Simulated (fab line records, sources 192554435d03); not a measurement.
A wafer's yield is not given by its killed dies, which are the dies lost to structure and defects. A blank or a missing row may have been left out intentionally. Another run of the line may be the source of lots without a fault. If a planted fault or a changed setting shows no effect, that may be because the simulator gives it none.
Matching of chambers ; flow n5_finfet ; rie_diel-04 running N5_HKMG_FIN_ETCH_31: 4 sister chambers
The step etches SiARC in CF4, target depth 45.5 nm, time 75.8 s. 24 wafers are shown with their chamber, then 12 later ones without.

== WAFERS PAIRED WITH THEIR CHAMBERS ==
wafer;chamber;throttle_valve_pct (%);drypump_motor_current_A (A);showerhead_plenum_p_Torr (Torr)
L076.2;3;15.53;5.5;2.17
L076.3;2;15.25;5.2;2.19
L076.6;2;15.23;5.2;2.19
L078.1;3;15.54;5.5;2.16
L078.3;1;15.69;5.5;2.12
L078.5;1;15.67;5.5;2.12
L079.1;0;15.10;6.2;2.19
L079.5;0;15.08;6.2;2.19
L079.6;3;15.55;5.5;2.16
L081.4;2;15.27;5.2;2.19
L081.5;1;15.67;5.5;2.12
L081.6;0;15.10;6.2;2.19
L082.2;1;15.68;5.5;2.12
L082.3;3;15.55;5.5;2.16
L082.6;3;15.53;5.5;2.16
L083.1;2;15.28;5.2;2.19
L083.2;3;15.56;5.5;2.16
L083.4;1;15.68;5.4;2.12
L084.1;0;15.10;6.3;2.18
L084.2;1;15.67;5.5;2.12
L084.3;3;15.56;5.5;2.16
L085.2;0;15.12;6.2;2.18
L085.3;2;15.28;5.1;2.18
L085.4;3;15.56;5.5;2.16

SIGNATURES, as means of the wafers listed above
reading;chamber 0;chamber 1;chamber 2;chamber 3;scatter within a chamber
throttle_valve_pct;15.1000;15.6767;15.2620;15.5475;0.0144
drypump_motor_current_A;6.220;5.483;5.180;5.500;0.0349
showerhead_plenum_p_Torr;2.1860;2.1200;2.1880;2.1612;0.00379
Rule: distance of a wafer from a chamber = root of the sum over the readings of ((wafer's reading minus chamber's mean) / reading's scatter) squared. If the next closest chamber is less than 2 further off than the closest, the wafer can't be placed; otherwise it belongs to the closest. The scatter: take each reading less its chamber's mean, square it, sum over the shown wafers, divide by the number of wafers less the number of chambers, and take the root.

== WAFERS WITH NO CHAMBER GIVEN ==
wafer;throttle_valve_pct (%);drypump_motor_current_A (A);showerhead_plenum_p_Torr (Torr)
L087.2;15.68;5.5;2.12
L087.3;15.57;5.5;2.16
L087.6;15.29;5.1;2.18
L089.3;15.30;5.2;2.18
L089.5;15.57;5.5;2.16
L089.6;15.32;5.2;2.18
L090.2;15.30;5.1;2.18
L090.5;15.70;5.4;2.12
L090.6;15.31;5.1;2.18
L093.3;15.33;5.1;2.18
L093.4;15.59;5.5;2.15
L093.6;15.72;5.5;2.11

== CHAMBER TAKEN BY EACH ==
wafer;from the rows above;in truth
L087.2;1;1
L087.3;3;3
L087.6;2;2
L089.3;2;2
L089.5;3;3
L089.6;2;2
L090.2;2;2
L090.5;1;1
L090.6;2;2
L093.3;2;2
L093.4;3;3
L093.6;1;1
Correctly placed: 12 of 12. Number that these rows cannot place: 0. Placed wrongly: 0.
